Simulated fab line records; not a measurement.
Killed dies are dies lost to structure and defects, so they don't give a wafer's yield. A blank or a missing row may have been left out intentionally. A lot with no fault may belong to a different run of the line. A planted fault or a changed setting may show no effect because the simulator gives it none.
Split-lot trial :: flow n5 finfet :: 21 wafers read from 7 lots, route of 1938 steps

ON THE SPLIT
At N5_BEOL_M7_EXPOSE_25 (exposes mask V6, target cd 40 nm), the setting dose mj was moved away from the recipe's 42.5 on 8 of the 21 wafers read, by -6.7% to +7.5%. This setting was run at the recipe's value on the other wafers.

FROM THE SPLIT TO THE READING: what the file shows between them, 2 steps
- N5_BEOL_M7_PEB_26: peb time 60 s
- N5_BEOL_M7_DEVELOP_27: develop time 30 s

THE READING
Shown in nm: cd nm at N5_BEOL_M7_CD_MEAS_28, with target cd 40 nm. A value of 39.96 nm with a standard deviation of 0.23 nm is what fault-free wafers of this fab line usually give.

wafer: L075.1
tool, chamber at the split: euv scanner-01, 0
dose mj as run: 43.49
against the recipe: +2.3%
cd nm, nm: 40.75
against lot-mates on the recipe: +0.66

wafer: L075.2
tool, chamber at the split: euv scanner-01, 0
dose mj as run: 42.5
against the recipe: recipe
cd nm, nm: 40.09
against lot-mates on the recipe: -

wafer: L075.6
tool, chamber at the split: euv scanner-01, 0
dose mj as run: 43.49
against the recipe: +2.3%
cd nm, nm: 40.45
against lot-mates on the recipe: +0.36

wafer: L077.2
tool, chamber at the split: euv scanner-02, 0
dose mj as run: 42.5
against the recipe: recipe
cd nm, nm: 40.00
against lot-mates on the recipe: -

wafer: L077.5
tool, chamber at the split: euv scanner-02, 0
dose mj as run: 40.38
against the recipe: -5.0%
cd nm, nm: 39.27
against lot-mates on the recipe: -0.59

wafer: L077.6
tool, chamber at the split: euv scanner-02, 0
dose mj as run: 42.5
against the recipe: recipe
cd nm, nm: 39.73
against lot-mates on the recipe: -

wafer: L081.1
tool, chamber at the split: euv scanner-02, 0
dose mj as run: 42.5
against the recipe: recipe
cd nm, nm: 40.07
against lot-mates on the recipe: -

wafer: L081.3
tool, chamber at the split: euv scanner-02, 0
dose mj as run: 42.5
against the recipe: recipe
cd nm, nm: 39.72
against lot-mates on the recipe: -

wafer: L081.6
tool, chamber at the split: euv scanner-02, 0
dose mj as run: 39.67
against the recipe: -6.7%
cd nm, nm: 38.27
against lot-mates on the recipe: -1.62

wafer: L083.3
tool, chamber at the split: euv scanner-01, 0
dose mj as run: 45.68
against the recipe: +7.5%
cd nm, nm: 41.21
against lot-mates on the recipe: +1.08

wafer: L083.4
tool, chamber at the split: euv scanner-01, 0
dose mj as run: 42.5
against the recipe: recipe
cd nm, nm: 40.13
against lot-mates on the recipe: -

wafer: L083.5
tool, chamber at the split: euv scanner-01, 0
dose mj as run: 45.68
against the recipe: +7.5%
cd nm, nm: 41.58
against lot-mates on the recipe: +1.45

wafer: L084.1
tool, chamber at the split: euv scanner-01, 0
dose mj as run: 43.51
against the recipe: +2.4%
cd nm, nm: 40.78
against lot-mates on the recipe: +0.20

wafer: L084.5
tool, chamber at the split: euv scanner-01, 0
dose mj as run: 42.5
against the recipe: recipe
cd nm, nm: 40.58
against lot-mates on the recipe: -

wafer: L084.6
tool, chamber at the split: euv scanner-01, 0
dose mj as run: 43.51
against the recipe: +2.4%
cd nm, nm: 40.97
against lot-mates on the recipe: +0.39

wafer: L096.1
tool, chamber at the split: euv scanner-01, 0
dose mj as run: 42.5
against the recipe: recipe
cd nm, nm: 39.98
against lot-mates on the recipe: -

wafer: L096.4
tool, chamber at the split: euv scanner-01, 0
dose mj as run: 42.5
against the recipe: recipe
cd nm, nm: 39.84
against lot-mates on the recipe: -

wafer: L096.6
tool, chamber at the split: euv scanner-01, 0
dose mj as run: 42.5
against the recipe: recipe
cd nm, nm: 39.84
against lot-mates on the recipe: -

wafer: L095.1
tool, chamber at the split: euv scanner-01, 0
dose mj as run: 42.5
against the recipe: recipe
cd nm, nm: 39.66
against lot-mates on the recipe: -

wafer: L095.2
tool, chamber at the split: euv scanner-01, 0
dose mj as run: 42.5
against the recipe: recipe
cd nm, nm: 40.21
against lot-mates on the recipe: -

wafer: L095.3
tool, chamber at the split: euv scanner-01, 0
dose mj as run: 42.5
against the recipe: recipe
cd nm, nm: 39.93
against lot-mates on the recipe: -

THE FIT
A straight line over all 21 wafers: cd nm changes by +0.21 nm for each +1% of dose mj; r = +0.93; the points scatter about the line by 0.28 nm.
The same after taking each lot's own level away (the mean of its wafers on the recipe; 21 wafers): +0.181 nm for each +1%; r = +0.95; scatter 0.2 nm.
On that fit, the largest move of dose mj shifts the reading by 1.4 nm.
The span of the lots' own levels, 39.865 to 40.580 nm, comes to 3.1 times the standard deviation stated above.
Thus the slope moves with the lot-to-lot level: the two fits are different.
Check: for one of the wafers moved furthest among these (+7.5%), held out of the fit, the line's prediction against its lot-mates is +1.44 nm. Against them it came out at +1.08 nm.

ADDITIONAL SPLITS CARRIED BY THESE WAFERS
These wafers also went through other splits before the reading. Each is held against what the fit with the lots' levels taken away leaves over:
other split on the same wafers: N5_BEOL_M2_COAT_62 spin rpm
wafers away from the commonest value: 8
r with cd nm (lot level and that fit taken away): +0.18

other split on the same wafers: N5_BEOL_M3_ETCH_70 source w
wafers away from the commonest value: 7
r with cd nm (lot level and that fit taken away): +0.00

other split on the same wafers: N5_BEOL_M4_PECVD_72 time s
wafers away from the commonest value: 11
r with cd nm (lot level and that fit taken away): +0.00

other split on the same wafers: N5_BEOL_M5_ETCH_72 bias w
wafers away from the commonest value: 9
r with cd nm (lot level and that fit taken away): +0.09

other split on the same wafers: N5_BEOL_M5_COAT_65 spin rpm
wafers away from the commonest value: 6
r with cd nm (lot level and that fit taken away): -0.03

other split on the same wafers: N5_BEOL_M6_COAT_22 spin rpm
wafers away from the commonest value: 7
r with cd nm (lot level and that fit taken away): -0.22

THE FILE'S OWN FIT
cd nm changes by +0.185 nm for each +1% of dose mj, r = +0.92.
